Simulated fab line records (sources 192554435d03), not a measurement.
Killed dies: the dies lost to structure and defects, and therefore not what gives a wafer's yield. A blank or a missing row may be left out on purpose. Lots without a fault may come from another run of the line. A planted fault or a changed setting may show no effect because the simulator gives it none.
The tool behind it: which one? | flow n5_finfet | 30 wafers sampled from 10 lots at 1 step of a route of 1938

## WHAT THE GAUGES SHOWED, per wafer
N5_BEOL_M6_CD_MEAS_11 targets a cd of 38.5 nm.
lot  | measured     | on        | cd_nm (nm)
L679 | day 8 17:45  | cd_sem-01 | 38.1 38.5 38.6
L680 | day 8 18:25  | cd_sem-02 | 38.4 38.4 39.0
L681 | day 8 23:13  | cd_sem-03 | 37.9 37.7 38.2
L691 | day 11 14:51 | cd_sem-01 | 39.3 38.2 39.0
L697 | day 12 13:52 | cd_sem-01 | 38.4 38.9 38.6
L694 | day 12 15:41 | cd_sem-01 | 38.0 38.0 39.1
L696 | day 12 16:33 | cd_sem-01 | 38.4 38.6 39.0
L698 | day 13 11:43 | cd_sem-03 | 38.5 38.5 38.0
L701 | day 14 04:47 | cd_sem-02 | 38.5 38.3 38.1
L700 | day 14 13:21 | cd_sem-01 | 38.6 38.4 38.5

## TOOL THAT RAN EACH LOT (tool first, then ch and the chambers of the sampled wafers, then the start)
Before these readings, the record contains no process step.

## THE ANSWER, worked out from the rows above alone
Rule: the usual values come from the lots themselves. Put in order of their means at a reading, lots are off if they are a third of the lots or fewer, leave a main group of 4 or more, and stand apart from it by a gap of 3 or more times the standard deviation of the main group's means; of several such gaps the widest counts. A main group whose means are all the same, to the digits that the tables above print for the reading, isn't used. Also off: a lot with no number at a reading for which 4 or more lots have one. All remaining lots with rows at the step are treated as sound.
None of the lots is off at any reading shown; this tells nothing.

## WHAT THE SIMULATOR HAD PUT IN
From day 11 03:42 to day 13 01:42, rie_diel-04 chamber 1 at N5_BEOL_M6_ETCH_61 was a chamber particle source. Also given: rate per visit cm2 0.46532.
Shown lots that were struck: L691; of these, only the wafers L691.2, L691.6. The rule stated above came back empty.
